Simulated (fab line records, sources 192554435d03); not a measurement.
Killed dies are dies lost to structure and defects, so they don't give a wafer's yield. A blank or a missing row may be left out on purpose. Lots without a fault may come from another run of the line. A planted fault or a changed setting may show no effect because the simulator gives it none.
Which tool did it? | flow n5_finfet | 12 lots, 36 wafers sampled, at 4 steps of a route of 1938

WHAT THE GAUGES READ, wafer by wafer
The record holds no reading of a measuring or inspecting step that can be judged against a usual standard deviation.

WHICH TOOL RAN EACH LOT (tool, then ch and the chambers of the sampled wafers, then the start)
lot  | N5_GATE_CUT_ALD_22               | N5_PASSIVATION_PRE_CLEAN_19  | N5_PASSIVATION_DESCUM_46           | N5_PASSIVATION_PROBE_49
L892 | ald_sin-01 ch 0,2, day 4 22:53   | pvd_sputter-03, day 12 11:29 | rie_diel-06 ch 0,2,3, day 12 14:32 | -
L895 | ald_sin-01 ch 1,2,3, day 5 15:42 | pvd_sputter-01, day 13 07:15 | rie_diel-05 ch 0,1, day 13 09:49   | -
L896 | ald_sin-04 ch 0,1,2, day 5 17:56 | pvd_sputter-03, day 13 15:43 | rie_diel-05 ch 0,1,3, day 13 18:57 | -
L897 | ald_sin-03 ch 1,2,3, day 6 00:11 | pvd_sputter-02, day 14 18:47 | rie_diel-06 ch 0,1,3, day 14 21:22 | -
L898 | ald_sin-01 ch 0,1, day 6 06:01   | pvd_sputter-02, day 14 01:33 | rie_diel-02 ch 0,1, day 14 04:17   | -
L900 | ald_sin-03 ch 0,1, day 6 18:06   | pvd_sputter-02, day 15 00:53 | rie_diel-02 ch 1,3, day 15 03:50   | -
L899 | ald_sin-01 ch 0,1, day 6 19:28   | pvd_sputter-01, day 15 16:08 | rie_diel-05 ch 0,1, day 15 18:49   | -
L901 | ald_sin-03 ch 0,1,3, day 7 02:37 | pvd_sputter-02, day 16 06:58 | rie_diel-02 ch 0,2,3, day 16 09:49 | prober-02, day 16 12:58
L902 | ald_sin-04 ch 0,2,3, day 7 07:04 | pvd_sputter-02, day 15 17:37 | rie_diel-06 ch 0,1, day 15 20:05   | -
L903 | ald_sin-01 ch 1,3, day 7 12:44   | pvd_sputter-02, day 16 05:58 | rie_diel-02 ch 0,2, day 16 08:39   | -
L908 | ald_sin-04 ch 0,2,3, day 8 23:31 | pvd_sputter-01, day 17 03:49 | rie_diel-06 ch 0,1,2, day 17 06:45 | prober-01, day 17 10:37
L911 | ald_sin-04 ch 1,2, day 9 13:42   | pvd_sputter-01, day 17 14:46 | rie_diel-05 ch 2,3, day 17 17:28   | prober-01, day 17 20:30
- N5_GATE_CUT_ALD_22: deposits SiNx, target thk 16 nm, pulse time 1 s, ald cycles 320.
- N5_PASSIVATION_PRE_CLEAN_19
- N5_PASSIVATION_DESCUM_46: chemistry O2, time 7.9 s.
- N5_PASSIVATION_PROBE_49

WHAT THE TOOLS THEMSELVES READ (means of the sampled wafers that have a number; where no wafer has one, the mark that the record gives instead)
N5_GATE_CUT_ALD_22. Usual: heater_power_w 849 W, standard deviation 94; precursor_pulse_height_rel 0.997, standard deviation 0.019.
lot  | tool       | heater_power_w (W) | precursor_pulse_height_rel | flag
L892 | ald_sin-01 | 940                | 0.999                      |
L895 | ald_sin-01 | 853                | 0.992                      |
L896 | ald_sin-04 | 810                | 1.018                      |
L897 | ald_sin-03 | 789                | 1.010                      |
L898 | ald_sin-01 | 865                | 0.987                      |
L900 | ald_sin-03 | 800                | 0.996                      |
L899 | ald_sin-01 | 873                | 1.006                      |
L901 | ald_sin-03 | 787                | 0.992                      |
L902 | ald_sin-04 | 843                | 0.978                      |
L903 | ald_sin-01 | 777                | 1.005                      |
L908 | ald_sin-04 | 841                | 0.986                      |
L911 | ald_sin-04 | 892                | 0.985                      |

N5_PASSIVATION_PRE_CLEAN_19. Usual: heater_power_w 474 W, standard deviation 39.
lot  | tool           | heater_power_w (W) | flag
L892 | pvd_sputter-03 | 450                |
L895 | pvd_sputter-01 | 445                |
L896 | pvd_sputter-03 | 459                |
L897 | pvd_sputter-02 | 501                |
L898 | pvd_sputter-02 | 499                |
L900 | pvd_sputter-02 | 483                |
L899 | pvd_sputter-01 | 509                |
L901 | pvd_sputter-02 | 488                |
L902 | pvd_sputter-02 | 483                |
L903 | pvd_sputter-02 | 477                |
L908 | pvd_sputter-01 | 490                |
L911 | pvd_sputter-01 | 488                |

N5_PASSIVATION_DESCUM_46. Usual: drypump_motor_current_A 5.8 A, standard deviation 0.56; oes_product_au 0.79 a.u., standard deviation 0.096; rf_vpp_V 243.2 V, standard deviation 1.4; showerhead_plenum_p_Torr 2.09 Torr, standard deviation 0.072; throttle_valve_pct 20.43 %, standard deviation 0.22.
lot  | tool        | drypump_motor_current_A (A) | oes_product_au (a.u.) | rf_vpp_V (V) | showerhead_plenum_p_Torr (Torr) | throttle_valve_pct (%) | flag
L892 | rie_diel-06 | 5.2                         | 0.68                  | 241.5        | 2.03                            | 20.55                  |
L895 | rie_diel-05 | 6.6                         | 0.75                  | 242.8        | 2.09                            | 20.21                  |
L896 | rie_diel-05 | 6.2                         | 0.76                  | 243.4        | 2.07                            | 20.28                  |
L897 | rie_diel-06 | 5.4                         | 0.76                  | 243.3        | 2.06                            | 20.50                  |
L898 | rie_diel-02 | 6.0                         | 0.76                  | 244.0        | 2.11                            | 20.41                  |
L900 | rie_diel-02 | 6.0                         | 0.91                  | 242.9        | 2.11                            | 20.31                  |
L899 | rie_diel-05 | 6.6                         | 0.73                  | 242.9        | 2.08                            | 20.24                  |
L901 | rie_diel-02 | 5.8                         | 0.80                  | 243.3        | 2.07                            | 20.49                  |
L902 | rie_diel-06 | 5.7                         | 0.82                  | 245.4        | 2.13                            | 20.59                  |
L903 | rie_diel-02 | 5.8                         | 0.73                  | 243.3        | 2.07                            | 20.55                  |
L908 | rie_diel-06 | 5.4                         | 0.91                  | 245.5        | 2.19                            | 20.47                  |
L911 | rie_diel-05 | 5.7                         | 0.83                  | 242.2        | 2.03                            | 20.43                  |

N5_PASSIVATION_PROBE_49. Usual: defect_limited_yield 91.4 %, standard deviation 1.5; killed_at_M0_to_M3 33, standard deviation 11; killed_at_M4_up 14, standard deviation 5.3; killed_at_contacts 13, standard deviation 6.2; killed_at_front_end 39, standard deviation 13; killed_at_other 3.1, standard deviation 2.8; killed_dies 102, standard deviation 17; killed_open 68, standard deviation 13; killed_short 32, standard deviation 7.8; sort_bin_4_leakage 0.00 %, standard deviation 0.007; sort_bin_5_function 5.1 %, standard deviation 0.95; sort_bin_6_memory 3.2 %, standard deviation 0.7; sort_bin_8_speed 0.02 %, standard deviation 0.16; sort_n_pass 1078, standard deviation 18; sort_yield_pct 91.3 %, standard deviation 1.5.
lot  | tool      | defect_limited_yield (%) | killed_at_M0_to_M3 | killed_at_M4_up | killed_at_contacts | killed_at_front_end | killed_at_other | killed_dies | killed_open | killed_short | sort_bin_4_leakage (%) | sort_bin_5_function (%) | sort_bin_6_memory (%) | sort_bin_8_speed (%) | sort_n_pass | sort_yield_pct (%) | flag
L901 | prober-02 | 91.2                     | 30                 | 18              | 15                 | 32                  | 8.3             | 103         | 72          | 31           | 0.00                   | 5.4                     | 3.1                   | 0.00                 | 1077        | 91.2               |
L908 | prober-01 | 82.9                     | 27                 | 14              | 12                 | 146                 | 3.3             | 202         | 70          | 37           | 0.00                   | 11.5                    | 4.2                   | 0.00                 | 978         | 82.9               | OFF
L911 | prober-01 | 84.4                     | 30                 | 12              | 13                 | 128                 | 1.7             | 185         | 53          | 29           | 0.00                   | 10.1                    | 4.0                   | 0.00                 | 995         | 84.4               | OFF

THE ANSWER, worked out from the rows above alone
Rule: a lot is off if the mean of its wafers that have a number lies more than 3 standard deviations from the usual mean. A lot without any number at a reading at which 4 lots or more have one is off too. The other lots that the step has rows for count as sound. The gauges are gone through in route order, then the tools' own readings, and for those a lot's mean is taken as printed above. The first step at which some lot is off is used, and at that step the reading that is off furthest; a lot without a number counts as furthest.
Off: L908, L911, at N5_PASSIVATION_PROBE_49 (killed_at_front_end). Neither off nor sound, because the step has no rows for them: L892, L895, L896, L897, L898, L900, L899, L902, L903.
A tool fits if, at that step or a process step before it, it ran every lot that is off, and no sound lot after the first of them. Can't be told from this: 3 tools fit, ald_sin-04 at N5_GATE_CUT_ALD_22, pvd_sputter-01 at N5_PASSIVATION_PRE_CLEAN_19, prober-01 at N5_PASSIVATION_PROBE_49.

WHAT THE SIMULATOR HAD PUT IN
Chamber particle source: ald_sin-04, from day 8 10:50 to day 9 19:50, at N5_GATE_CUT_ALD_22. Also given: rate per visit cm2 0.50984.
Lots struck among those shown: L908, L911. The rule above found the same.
